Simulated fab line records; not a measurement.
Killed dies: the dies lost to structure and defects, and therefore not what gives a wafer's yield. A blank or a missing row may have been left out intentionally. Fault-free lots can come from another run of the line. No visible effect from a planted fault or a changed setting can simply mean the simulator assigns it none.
Lot-split experiment / flow n5_finfet / 21 wafers read from 7 lots, route of 1938 steps

## THE SPLIT ITSELF
At N5_FIN_SAQP_HM_DEP_03 (deposits SiNx from SiH4/NH3/N2, target thk 38 nm, time 33.6 s), the setting time_s was moved away from the recipe's 33.6 s on 7 of the 21 wafers read, by -4.5% to +11.1%. The other wafers ran this setting at the recipe's value.

The split's own step is where the reading is taken.

## THE READING
SiNx_of_FIN_SAQP_HM_DEP_03.thk_nm (the simulator's own value, which no gauge read), in nm, at N5_FIN_SAQP_HM_DEP_03 (deposits SiNx from SiH4/NH3/N2, target thk 38 nm, time 33.6 s). The file gives no usual value for it. Average 37.70 nm, standard deviation 0.59 nm, over the 14 wafers here run with the recipe.

wafer=L075.3; tool, chamber at the split=pecvd-02, 0; time_s as run, s=33.6; against the recipe=recipe; SiNx_of_FIN_SAQP_HM_DEP_03.thk_nm, nm=37.3; against lot-mates on the recipe=-
wafer=L075.4; tool, chamber at the split=pecvd-02, 1; time_s as run, s=33.6; against the recipe=recipe; SiNx_of_FIN_SAQP_HM_DEP_03.thk_nm, nm=38.47; against lot-mates on the recipe=-
wafer=L075.5; tool, chamber at the split=pecvd-02, 2; time_s as run, s=33.6; against the recipe=recipe; SiNx_of_FIN_SAQP_HM_DEP_03.thk_nm, nm=38.75; against lot-mates on the recipe=-
wafer=L078.1; tool, chamber at the split=pecvd-03, 1; time_s as run, s=33.6; against the recipe=recipe; SiNx_of_FIN_SAQP_HM_DEP_03.thk_nm, nm=38.24; against lot-mates on the recipe=-
wafer=L078.2; tool, chamber at the split=pecvd-03, 0; time_s as run, s=37.32; against the recipe=+11.1%; SiNx_of_FIN_SAQP_HM_DEP_03.thk_nm, nm=42.2; against lot-mates on the recipe=+3.96
wafer=L078.6; tool, chamber at the split=pecvd-03, 1; time_s as run, s=37.32; against the recipe=+11.1%; SiNx_of_FIN_SAQP_HM_DEP_03.thk_nm, nm=43.09; against lot-mates on the recipe=+4.85
wafer=L079.4; tool, chamber at the split=pecvd-02, 1; time_s as run, s=33.6; against the recipe=recipe; SiNx_of_FIN_SAQP_HM_DEP_03.thk_nm, nm=37.79; against lot-mates on the recipe=-
wafer=L079.5; tool, chamber at the split=pecvd-02, 2; time_s as run, s=33.6; against the recipe=recipe; SiNx_of_FIN_SAQP_HM_DEP_03.thk_nm, nm=37.85; against lot-mates on the recipe=-
wafer=L079.6; tool, chamber at the split=pecvd-02, 0; time_s as run, s=33.6; against the recipe=recipe; SiNx_of_FIN_SAQP_HM_DEP_03.thk_nm, nm=38.34; against lot-mates on the recipe=-
wafer=L090.3; tool, chamber at the split=pecvd-03, 0; time_s as run, s=33.6; against the recipe=recipe; SiNx_of_FIN_SAQP_HM_DEP_03.thk_nm, nm=36.49; against lot-mates on the recipe=-
wafer=L090.5; tool, chamber at the split=pecvd-03, 1; time_s as run, s=33.6; against the recipe=recipe; SiNx_of_FIN_SAQP_HM_DEP_03.thk_nm, nm=37.48; against lot-mates on the recipe=-
wafer=L090.6; tool, chamber at the split=pecvd-03, 0; time_s as run, s=33.6; against the recipe=recipe; SiNx_of_FIN_SAQP_HM_DEP_03.thk_nm, nm=37.68; against lot-mates on the recipe=-
wafer=L091.2; tool, chamber at the split=pecvd-02, 2; time_s as run, s=35.86; against the recipe=+6.7%; SiNx_of_FIN_SAQP_HM_DEP_03.thk_nm, nm=40.15; against lot-mates on the recipe=no lot-mate on the recipe
wafer=L091.4; tool, chamber at the split=pecvd-02, 1; time_s as run, s=35.86; against the recipe=+6.7%; SiNx_of_FIN_SAQP_HM_DEP_03.thk_nm, nm=40.81; against lot-mates on the recipe=no lot-mate on the recipe
wafer=L091.6; tool, chamber at the split=pecvd-02, 0; time_s as run, s=35.86; against the recipe=+6.7%; SiNx_of_FIN_SAQP_HM_DEP_03.thk_nm, nm=40.85; against lot-mates on the recipe=no lot-mate on the recipe
wafer=L092.1; tool, chamber at the split=pecvd-02, 1; time_s as run, s=33.6; against the recipe=recipe; SiNx_of_FIN_SAQP_HM_DEP_03.thk_nm, nm=37.23; against lot-mates on the recipe=-
wafer=L092.3; tool, chamber at the split=pecvd-02, 0; time_s as run, s=33.6; against the recipe=recipe; SiNx_of_FIN_SAQP_HM_DEP_03.thk_nm, nm=37.05; against lot-mates on the recipe=-
wafer=L092.5; tool, chamber at the split=pecvd-02, 0; time_s as run, s=33.6; against the recipe=recipe; SiNx_of_FIN_SAQP_HM_DEP_03.thk_nm, nm=37.8; against lot-mates on the recipe=-
wafer=L094.2; tool, chamber at the split=pecvd-03, 1; time_s as run, s=32.1; against the recipe=-4.5%; SiNx_of_FIN_SAQP_HM_DEP_03.thk_nm, nm=35.48; against lot-mates on the recipe=-1.89
wafer=L094.3; tool, chamber at the split=pecvd-03, 0; time_s as run, s=33.6; against the recipe=recipe; SiNx_of_FIN_SAQP_HM_DEP_03.thk_nm, nm=37.37; against lot-mates on the recipe=-
wafer=L094.5; tool, chamber at the split=pecvd-03, 0; time_s as run, s=32.1; against the recipe=-4.5%; SiNx_of_FIN_SAQP_HM_DEP_03.thk_nm, nm=35.69; against lot-mates on the recipe=-1.68

THE FIT
A straight line over all 21 wafers: SiNx_of_FIN_SAQP_HM_DEP_03.thk_nm changes by +0.446 nm for each +1% of time_s; r = +0.96; the points scatter about the line by 0.54 nm.
The same after taking each lot's own level away (the mean of its wafers on the recipe; 18 wafers): +0.398 nm for each +1%; r = +0.97; scatter 0.43 nm.
That fit puts the effect of the largest move of time_s on the reading at 4.4 nm.
Measured against the standard deviation above, the lots' own levels, which go from 37.217 to 38.240 nm, span 1.7 times it.
So the slope is not independent of the lot-to-lot level: the two fits are not the same.
Check: for one of the wafers moved furthest among these (+11.1%), held out of the fit, the line's prediction against its lot-mates is +4.76 nm. It came out at +3.96 nm against them.

## FURTHER SPLITS ON THESE WAFERS
Note: prior to the reading, these wafers also went through further splits. Each is held against what the fit with the lots' levels taken away leaves over:
other split on the same wafers=N5_PMOS_HMC_CHANNEL_EPI_EXPOSE_06 dose_mj; wafers away from the commonest value=8; r with SiNx_of_FIN_SAQP_HM_DEP_03.thk_nm (lot level and that fit taken away)=-0.03
other split on the same wafers=N5_PMOS_HMC_CHANNEL_EPI_PEB_07 peb_temp_c; wafers away from the commonest value=5; r with SiNx_of_FIN_SAQP_HM_DEP_03.thk_nm (lot level and that fit taken away)=-0.35

## THE WHOLE CHAIN: every reading that the file lists as answering this split, in the file's order
step=N5_FIN_SAQP_HM_DEP_03; what it does=deposits SiNx from SiH4/NH3/N2, target thk 38 nm, time 33.6 s; reading=SiNx_of_FIN_SAQP_HM_DEP_03.thk_nm (the simulator's own value, which no gauge read); change (the file's fit)=+0.398 nm for each +1% of the setting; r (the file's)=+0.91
step=N5_FIN_SAQP_THK_MEAS_05; what it does=; reading=thk_nm; change (the file's fit)=withheld for each +1% of the setting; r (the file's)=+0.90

## THE FILE'S OWN FIT
SiNx_of_FIN_SAQP_HM_DEP_03.thk_nm changes by +0.398 nm for each +1% of time_s, r = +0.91.
